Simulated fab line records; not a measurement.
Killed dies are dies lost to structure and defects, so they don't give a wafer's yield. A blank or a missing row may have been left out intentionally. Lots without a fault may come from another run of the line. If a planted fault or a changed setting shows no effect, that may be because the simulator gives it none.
fab line records -- flow nand-harc
[record] lots = 5, wafers = 15, last-day = 33
route steps=1302 shown A_BLC@1132 A_M0@1137
lots that met no fault: from a run of the same line without faults
start-h: hours from the record's opening day to when the first of the lot's shown wafers began -- wait-h: time in hours since the lot's previous step -- " identical to the entry in the row above -- L1.1+2: one row covering several wafers at once -- - value missing, or start not given -- * or withheld: withheld -- < > ~ a bound
route shown NAME@n: a module of which the file shows steps, and the number in the route of the first -- usual: mean/standard deviation of fault-free wafers -- same: alike in all rows -- chamber/n: place in a boat -- sites: readings site by site -- _std_site: their standard deviation -- _edge_site: the outer-site mean with the inner-site mean subtracted -- radius-mm: for every site, how far away it sits from the centre of the wafer -- mask NAME#n: copy n -- behind: the tool/chamber that last shaped the wafer -- hold: reason for holding the lot/hours on hold/outcome of the hold -- device: the transistor (n, p or np) that didn't switch -- end of line: the route-end tests of the same wafers -- a step with no rows: only its recipe -- killed: dies lost to structure and defects at the first sort, not the wafer's yield -- map: a wafer's dies, marking killed ones x, the rest . and places with no die _
set.NAME: setting as actually run; set.NAME@STEP: the setting as run at that earlier step -- model.NAME: the simulator's own value behind a step, which no gauge read
a table for each step, a row for each wafer; lots at some steps of the route
services: the hour from which a tool's chamber was out of use, counted from the record's first day as start-h (under 0 if before that day), plus the number of hours and why
[[steps]]
[step NHARC_A_BLC_CVD_24]
[recipe] target-thk-a = 1500, temp-c = 300, pressure-torr = 40, wf6-flow-sccm = 40, h2-flow-sccm = 1600, ar-flow-sccm = 1560, time-s = 434, material = W
[usual] chamber-pressure-Torr = 40.00/0.093, heater-power-w = 486/27, mfc-ar-sccm = 1561/4.6, throttle-valve-pct = 8.01/0.29
[same] time-s = 434
lot.wafer,tool,chamber,start-h,wait-h,chamber-pressure-Torr,heater-power-w,mfc-ar-sccm,since-wet-clean-h,throttle-valve-pct
L364.3,cvd-w-02,0,-,-,39.97,489,1563,-,8.03
L364.4,cvd-w-02,1,-,-,39.99,528,1563,-,7.82
L364.6,cvd-w-02,1,-,-,39.89,514,1568,-,8.11
L369.2,cvd-w-02,1,-,-,40.12,514,1560,117,7.93
L369.4,cvd-w-02,1,-,-,40.07,518,1567,-,7.97
L369.5,cvd-w-02,1,-,-,39.88,514,1563,-,7.91
L380.2,cvd-w-02,1,-,-,39.95,511,1557,61,7.42
L380.3,cvd-w-02,1,-,-,40.01,499,1552,-,7.91
L380.4,cvd-w-02,0,-,-,39.98,478,1554,-,8.08
L383.2,cvd-w-02,0,-,-,40.08,477,1566,93,7.97
L383.3,cvd-w-02,0,-,-,40.05,471,1565,-,8.01
L383.6,cvd-w-02,1,-,-,40.02,512,1557,-,7.65
L384.2,cvd-w-02,0,-,-,39.83,474,1561,100,7.95
L384.5,cvd-w-02,0,-,-,39.95,462,1563,-,8.18
L384.6,cvd-w-02,1,-,-,39.89,508,1550,-,7.73
[step NHARC_A_BLC_CMP_25]
[recipe] t-overpolish-s = 30, target-thk-nm = 150
[usual] motor-current-A = 12.2/1.3, overpolish-run-s = 30.000/0.0094, slurry-filter-dp-kPa = 13.51/0.14, time-to-endpoint-s = 30.3/2.4
lot.wafer,tool,chamber,start-h,wait-h,motor-current-A,overpolish-run-s,slurry-filter-dp-kPa,time-to-endpoint-s
L364.3,cmp-01,3,540.30,0.3,10.8,30.000,13.31,30.5
L364.4,cmp-01,0,540.30,0.3,12.9,29.994,13.45,27.2
L364.6,cmp-01,0,540.30,0.3,13.4,30.006,13.59,30.5
L369.4,cmp-03,0,580.42,0.3,12.6,29.988,13.47,28.8
L369.2,cmp-03,1,580.42,0.3,9.6,29.992,13.61,30.0
L369.5,cmp-03,3,580.42,0.3,13.7,30.005,13.51,31.0
L380.4,cmp-01,0,705.32,0.2,13.0,29.995,13.64,27.9
L380.3,cmp-01,1,705.32,0.2,12.0,29.991,13.51,31.3
L380.2,cmp-01,2,705.32,0.2,11.5,29.992,13.35,32.0
L383.2,cmp-03,1,737.51,0.4,9.9,30.007,13.50,33.1
L383.3,cmp-03,2,737.51,0.4,12.3,29.977,13.59,27.8
L383.6,cmp-03,1,737.51,0.4,9.7,30.016,13.39,31.9
L384.2,cmp-01,2,744.45,0.5,12.3,29.982,13.27,29.6
L384.6,cmp-01,0,744.45,0.5,13.1,30.005,13.63,26.3
L384.5,cmp-01,1,744.45,0.5,12.4,30.010,13.30,28.9
[step NHARC_A_BLC_SRD_27]
[step NHARC_A_BLC_INSPECT_28]
[usual] raw-defect-count = 492/140
lot.wafer,tool,chamber,start-h,wait-h,raw-defect-count
L364.3,defect-inspect-01,-,540.70,0.1,371
L364.4,defect-inspect-01,-,540.70,0.1,374
L364.6,defect-inspect-01,-,540.70,0.1,298
L369.2,defect-inspect-02,-,580.78,0.1,578
L369.4,defect-inspect-02,-,580.78,0.1,641
L369.5,defect-inspect-02,-,580.78,0.1,782
L380.2,defect-inspect-01,-,705.72,0.1,437
L380.3,defect-inspect-01,-,705.72,0.1,433
L380.4,defect-inspect-01,-,705.72,0.1,502
L383.2,defect-inspect-01,-,737.89,0.1,437
L383.3,defect-inspect-01,-,737.89,0.1,306
L383.6,defect-inspect-01,-,737.89,0.1,426
L384.2,defect-inspect-02,-,744.80,0.1,681
L384.5,defect-inspect-02,-,744.80,0.1,584
L384.6,defect-inspect-02,-,744.80,0.1,548
[step NHARC_A_M0_DEP_00]
[recipe] target-thk-a = 1500, target-thk-nm = 150, temp-c = withheld, pressure-torr = 5, flow-sccm = 200, rf-w = 600, material = SiOC
[step NHARC_A_M0_DEHYDRATE_01]
[recipe] temp-c = 150, time-s = 120
[step NHARC_A_M0_HMDS_02]
[recipe] time-s = 30
[step NHARC_A_M0_COAT_33]
[recipe] temp-c = 200, time-s = 65
[step NHARC_A_M0_COAT_03]
[recipe] spin-rpm = 1500, resist-thk-nm = 90
[step NHARC_A_M0_SOFTBAKE_04]
[recipe] temp-c = 105, time-s = 55
[step NHARC_A_M0_EBR_05]
[step NHARC_A_M0_EXPOSE_06]
[recipe] na = 1.35, target-cd-nm = 80, dose-mj = 83.25, mask-id = A_M0
[usual] exposure-dose-mJ-cm2 = 83.26/0.081, stage-vel-mm-s = 499.95/0.26
[same] na = 1.35
lot.wafer,tool,chamber,start-h,wait-h,mask,exposure-dose-mJ-cm2,stage-vel-mm-s
L364.3,arfi-scanner-02,0,541.48,-,A_M0#0,83.31,500.30
L364.4,arfi-scanner-02,0,541.48,-,A_M0#0,83.32,500.20
L364.6,arfi-scanner-02,0,541.48,-,A_M0#0,83.31,499.91
L369.2,arfi-scanner-03,0,581.54,-,A_M0#0,83.37,499.91
L369.4,arfi-scanner-03,0,581.54,-,A_M0#0,83.41,500.29
L369.5,arfi-scanner-03,0,581.54,-,A_M0#0,83.27,500.33
L380.2,arfi-scanner-02,0,706.36,-,A_M0#0,89.62,499.89
L380.3,arfi-scanner-02,0,706.36,-,A_M0#0,89.49,499.74
L380.4,arfi-scanner-02,0,706.36,-,A_M0#0,89.45,499.64
L383.2,arfi-scanner-03,0,738.66,-,A_M0#0,83.19,499.79
L383.3,arfi-scanner-03,0,738.66,-,A_M0#0,83.27,500.08
L383.6,arfi-scanner-03,0,738.66,-,A_M0#0,83.15,499.79
L384.2,arfi-scanner-01,0,745.57,-,A_M0#0,83.09,499.92
L384.5,arfi-scanner-01,0,745.57,-,A_M0#0,83.21,499.69
L384.6,arfi-scanner-01,0,745.57,-,A_M0#0,83.09,500.19
[step NHARC_A_M0_PEB_07]
[recipe] peb-temp-c = 100, peb-time-s = 65
[step NHARC_A_M0_DEVELOP_08]
[recipe] develop-time-s = 35, dev-temp-c = 23
[step NHARC_A_M0_CD_MEAS_09]
[recipe] target-cd-nm = 80, landing-energy-ev = 500
[usual] cd-nm = 79.9/0.69
lot.wafer,tool,chamber,start-h,wait-h,cd-nm
L364.3,cd-sem-03,0,541.62,-,78.6
L364.4,cd-sem-03,0,541.62,-,79.3
L364.6,cd-sem-03,0,541.62,-,79.6
L369.2,cd-sem-03,0,581.67,-,80.4
L369.4,cd-sem-03,0,581.67,-,80.4
L369.5,cd-sem-03,0,581.67,-,80.4
L380.2,cd-sem-01,0,706.49,-,82.6
L380.3,cd-sem-01,0,706.49,-,67.8
L380.4,cd-sem-01,0,706.49,-,60.7
L383.2,cd-sem-02,0,738.80,-,79.8
L383.3,cd-sem-02,0,738.80,-,79.5
L383.6,cd-sem-02,0,738.80,-,79.4
L384.2,cd-sem-02,0,745.71,-,79.5
L384.5,cd-sem-02,0,745.71,-,81.1
L384.6,cd-sem-02,0,745.71,-,78.8
[step NHARC_A_M0_OVL_MEAS_10]
[recipe] pitch-nm = 160
[usual] overlay-x-nm = -0.1/0.93, overlay-y-nm = -0.1/1
lot.wafer,tool,chamber,start-h,wait-h,overlay-x-nm,overlay-y-nm
L364.3,overlay-01,-,541.70,-,1.3,1.4
L364.4,overlay-01,-,541.70,-,0.3,1.1
L364.6,overlay-01,-,541.70,-,0.7,1.3
L369.2,overlay-01,-,581.76,-,-1.9,0.4
L369.4,overlay-01,-,581.76,-,-1.3,-0.3
L369.5,overlay-01,-,581.76,-,-1.1,0.0
L380.2,overlay-01,-,706.58,-,-0.1,1.0
L380.3,overlay-01,-,706.58,-,-0.7,0.8
L380.4,overlay-01,-,706.58,-,-1.1,1.0
L383.2,overlay-02,-,738.89,-,-1.0,0.0
L383.3,overlay-02,-,738.89,-,-1.1,0.1
L383.6,overlay-02,-,738.89,-,-0.8,0.2
L384.2,overlay-01,-,745.80,-,0.5,-0.9
L384.5,overlay-01,-,745.80,-,0.0,-0.6
L384.6,overlay-01,-,745.80,-,0.3,-1.1
[step NHARC_A_M0_INSPECT_11]
[usual] raw-defect-count = 81/37
lot.wafer,tool,chamber,start-h,wait-h,raw-defect-count
L364.3,defect-inspect-02,-,541.74,0.0,56
L364.4,defect-inspect-02,-,541.74,0.0,54
L364.6,defect-inspect-02,-,541.74,0.0,52
L369.2,defect-inspect-02,-,581.79,0.0,84
L369.4,defect-inspect-02,-,581.79,0.0,87
L369.5,defect-inspect-02,-,581.79,0.0,73
L380.2,defect-inspect-01,-,706.62,0.0,151
L380.3,defect-inspect-01,-,706.62,0.0,146
L380.4,defect-inspect-01,-,706.62,0.0,142
L383.2,defect-inspect-01,-,738.92,0.0,50
L383.3,defect-inspect-01,-,738.92,0.0,43
L383.6,defect-inspect-01,-,738.92,0.0,49
L384.2,defect-inspect-02,-,745.84,0.0,121
L384.5,defect-inspect-02,-,745.84,0.0,94
L384.6,defect-inspect-02,-,745.84,0.0,107
[step NHARC_A_M0_DESCUM_14]
[recipe] time-s = 3, o2-flow-sccm = 200, ar-flow-sccm = 0, bias-power-w = 0, chemistry = O2
[usual] drypump-motor-current-A = 5.7/0.49, mfc-ar-sccm = 0.005/0.0093, oes-product-au = 1.001/0.0086, rf-vpp-V = 57.8/0.95, showerhead-plenum-p-Torr = 1.91/0.078, throttle-valve-pct = 11.311/0.0083
[same] time-s = 3
lot.wafer,tool,chamber,start-h,wait-h,drypump-motor-current-A,mfc-ar-sccm,oes-product-au,rf-hours-counter-h,rf-vpp-V,showerhead-plenum-p-Torr,throttle-valve-pct,model.A_M0.cd-nm
L364.4,rie-diel-02,3,541.81,0.1,5.7,0,1.011,7.1,58.6,1.89,11.319,78.99
L364.3,rie-diel-02,0,541.81,0.1,5.5,0.001,0.993,7.5,56.5,1.78,11.309,79.36
L364.6,rie-diel-02,1,541.81,0.1,5.7,0,0.995,-,57.1,1.88,11.312,78.85
L369.4,rie-diel-01,2,581.86,0.1,5.3,0,0.998,0.6,56.9,1.90,11.325,80.01
L369.2,rie-diel-01,3,581.86,0.1,6.4,0,1.001,0.5,58.3,1.99,11.311,80.17
L369.5,rie-diel-01,3,581.86,0.1,6.4,0,0.998,-,57.6,1.99,11.303,80.09
L380.4,rie-diel-01,3,706.68,0.1,6.4,0,0.999,7.1,59.8,1.99,11.294,60.83
L380.2,rie-diel-01,0,706.68,0.1,5.5,0,1.019,7.2,56.8,1.80,11.292,82.9
L380.3,rie-diel-01,2,706.68,0.1,5.4,0,0.983,7.3,57.9,1.89,11.313,66.95
L383.2,rie-diel-02,3,739.00,0.1,5.7,0,0.993,8.1,57.7,1.89,11.312,80.23
L383.3,rie-diel-02,0,739.00,0.1,5.5,0.001,1.005,8.2,57.4,1.78,11.333,79.98
L383.6,rie-diel-02,2,739.00,0.1,5.4,0,1.007,-,58.1,1.86,11.308,79.18
L384.2,rie-diel-02,0,745.92,0.1,5.5,0.001,1.006,8.5,57.2,1.78,11.315,79.92
L384.6,rie-diel-02,1,745.92,0.1,5.7,0,0.989,-,57.7,1.88,11.319,78.82
L384.5,rie-diel-02,2,745.92,0.1,5.4,0,1.002,-,56.5,1.86,11.314,80.09
[step NHARC_A_M0_ETCH_34]
[recipe] target-depth-a = 400, overetch-a = 120, time-s = 43.94, ion-energy-ev = 200, n2-flow-sccm = 150, h2-flow-sccm = 150, ar-flow-sccm = 0, rf-w = 400, bias-w = 150, chemistry = N2/H2
[usual] drypump-motor-current-A = 5.7/0.49, mfc-ar-sccm = 0.005/0.0094, oes-product-au = 1.001/0.0084, rf-vpp-V = 430.4/2.3, showerhead-plenum-p-Torr = 2.03/0.088, throttle-valve-pct = 14.172/0.0085
[same] time-s = 43.94
lot.wafer,tool,chamber,start-h,wait-h,drypump-motor-current-A,mfc-ar-sccm,oes-product-au,rf-hours-counter-h,rf-vpp-V,showerhead-plenum-p-Torr,throttle-valve-pct
L364.3,rie-diel-02,2,541.89,0.1,5.5,0,0.996,7.1,429.5,1.98,14.162
L364.4,rie-diel-02,3,541.89,0.1,5.7,0,1.009,7.1,430.7,2.01,14.171
L364.6,rie-diel-02,1,541.89,0.1,5.7,0,1.002,-,428.5,2.00,14.161
L369.2,rie-diel-01,3,581.95,0.1,6.4,0,1.001,0.5,432.4,2.13,14.171
L369.4,rie-diel-01,0,581.95,0.1,5.5,0,1.002,0.4,427.1,1.92,14.169
L369.5,rie-diel-01,3,581.95,0.1,6.4,0,0.996,-,431.9,2.12,14.178
L380.3,rie-diel-01,0,706.76,0.1,5.5,0,1.008,7.2,427.2,1.92,14.177
L380.4,rie-diel-01,1,706.76,0.1,6.4,0.028,0.997,7.1,432.3,2.09,14.182
L380.2,rie-diel-01,2,706.76,0.1,5.3,0,0.993,7.4,430.1,2.02,14.168
L383.3,rie-diel-02,3,739.07,0.1,5.7,0,1.005,8.1,429.3,2.01,14.164
L383.2,rie-diel-02,1,739.07,0.1,5.7,0,0.999,8.5,430.0,2.00,14.162
L383.6,rie-diel-02,0,739.07,0.1,5.4,0.001,1.024,-,428.0,1.89,14.177
L384.2,rie-diel-02,0,745.98,0.1,5.5,0.001,1.010,8.5,425.6,1.90,14.173
L384.6,rie-diel-02,0,745.98,0.1,5.5,0.001,1.004,-,427.4,1.89,14.158
L384.5,rie-diel-02,1,745.98,0.1,5.7,0,0.997,-,429.6,2.00,14.188
[step NHARC_A_M0_ETCH_15]
[recipe] target-depth-a = 1500, overetch-a = 150, time-s = 82.5, c4f8-flow-sccm = withheld, ar-flow-sccm = 400, rf-w = 600, bias-w = 300, chemistry = C4F8/Ar
[usual] oes-product-au = 0.952/0.023, rf-vpp-V = 440.5/2.5
[same] time-s = 82.5
lot.wafer,tool,chamber,start-h,wait-h,oes-product-au,rf-hours-counter-h,rf-vpp-V,model.A_M0.cd-nm
L364.3,rie-diel-02,3,-,-,0.984,7.1,437.8,79.17
L364.4,rie-diel-02,1,-,-,0.957,7.3,440.1,79.1
L364.6,rie-diel-02,0,-,-,0.973,-,435.8,78.96
L369.2,rie-diel-01,2,-,-,0.944,0.7,439.8,80.01
L369.4,rie-diel-01,3,-,-,0.958,0.6,442.9,80.31
L369.5,rie-diel-01,0,-,-,0.979,-,438.7,80.04
L380.2,rie-diel-01,1,-,-,0.977,7.1,441.7,82.78
L380.3,rie-diel-01,3,-,-,0.965,7.1,443.3,67.39
L380.4,rie-diel-01,0,-,-,0.971,7.3,438.4,60.4
L383.3,rie-diel-02,3,-,-,0.979,8.2,439.7,80.04
L383.2,rie-diel-02,0,-,-,0.994,8.3,437.3,80.81
L383.6,rie-diel-02,0,-,-,0.985,-,436.3,78.87
L384.2,rie-diel-02,2,-,-,0.937,8.6,438.7,79.53
L384.5,rie-diel-02,3,-,-,0.927,-,440.0,80.42
L384.6,rie-diel-02,0,-,-,0.932,-,438.0,78.38
[step NHARC_A_M0_CD_MEAS_16]
[usual] cd-nm = 79.8/0.8
lot.wafer,tool,chamber,start-h,wait-h,cd-nm
L364.3,cd-sem-03,-,542.10,-,79.1
L364.4,cd-sem-03,-,542.10,-,78.9
L364.6,cd-sem-03,-,542.10,-,78.9
L369.2,cd-sem-03,-,582.16,-,80.1
L369.4,cd-sem-03,-,582.16,-,80.2
L369.5,cd-sem-03,-,582.16,-,80.2
L380.2,cd-sem-03,-,706.98,-,82.7
L380.3,cd-sem-03,-,706.98,-,67.1
L380.4,cd-sem-03,-,706.98,-,60.3
L383.2,cd-sem-03,-,739.29,-,80.9
L383.3,cd-sem-03,-,739.29,-,80.0
L383.6,cd-sem-03,-,739.29,-,78.8
L384.2,cd-sem-03,-,746.20,-,79.6
L384.5,cd-sem-03,-,746.20,-,79.9
L384.6,cd-sem-03,-,746.20,-,78.2
[[services]]
tool,chamber,start-h,hours,kind
cmp-03,-,521.84,0.3,repair
rie-diel-02,3,525.57,4.5,repair
arfi-scanner-03,-,540.00,4.0,pm
rie-diel-01,-,549.16,0.6,repair
rie-diel-01,2,554.53,4.5,repair
rie-diel-01,-,557.77,1.1,repair
cmp-01,-,558.34,4.3,repair
rie-diel-01,-,558.91,9.0,pm
rie-diel-02,-,570.82,9.0,pm
cmp-01,-,580.32,4.0,pm
cmp-03,-,593.61,4.0,pm
cmp-01,-,604.33,1.1,repair
arfi-scanner-02,-,612.90,1.1,repair
cmp-01,-,613.87,1.1,repair
cvd-w-02,-,631.00,13.0,pm
cmp-01,-,640.45,4.2,repair
cvd-w-02,0,662.82,2.4,repair
rie-diel-01,1,676.37,4.0,repair
cmp-01,-,678.32,4.0,pm
cvd-w-02,0,686.00,13.9,repair
cmp-01,-,687.91,0.5,repair
rie-diel-02,2,693.26,1.9,repair
cvd-w-02,-,702.91,1.0,repair
rie-diel-01,-,735.91,9.0,pm
[[key]]
[first-sign] step = NHARC_A_M0_EXPOSE_06, reading = exposure-dose-mJ-cm2, direction = up, sigmas = 77, usual = 83.26, struck = 89.52
[effect] step = NHARC_A_M0_CD_MEAS_09, reading = cd-nm, direction = down, sigmas = 14, usual = 79.9, struck = 70.3, through = control-loop
[effect] step = NHARC_A_M0_CD_MEAS_16, reading = cd-nm, direction = down, sigmas = 12, usual = 79.8, struck = 70.0, through = control-loop
[model-effect] step = NHARC_A_M0_DESCUM_14, value = A_M0.cd-nm, without = 80.23, struck = 70.23
[model-effect] step = NHARC_A_M0_ETCH_15, value = A_M0.cd-nm, without = 80.19, struck = 70.19
met-at NHARC_A_M0_EXPOSE_06
struck-wafers L380.2,L380.3,L380.4
later-rows-left-out L380.4
sort-left-out L380.2,L380.3,L380.4
[loop-trim] step = NHARC_A_M0_EXPOSE_06, setting = dose, lots = L380
onset-between 541.48 706.36
[fault] kind = process-parameter-drift, tool = arfi-scanner-02, chamber = -, onset-h = 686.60, steps = NHARC_A_M0_EXPOSE_06, channel = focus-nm, offset = 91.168, spread-by-wafer = 0.3, shape = step, end-h = 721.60
// sort-left-out: the simulated sort isn't trusted on such a fault, so these wafers' sort isn't shown, and their yield isn't known
// later-rows-left-out: the simulator's readings of these wafers behind a module that went badly wrong aren't trusted and aren't shown, but for the sort
// loop-trim: a control loop set the setting to another value than it would have without faults
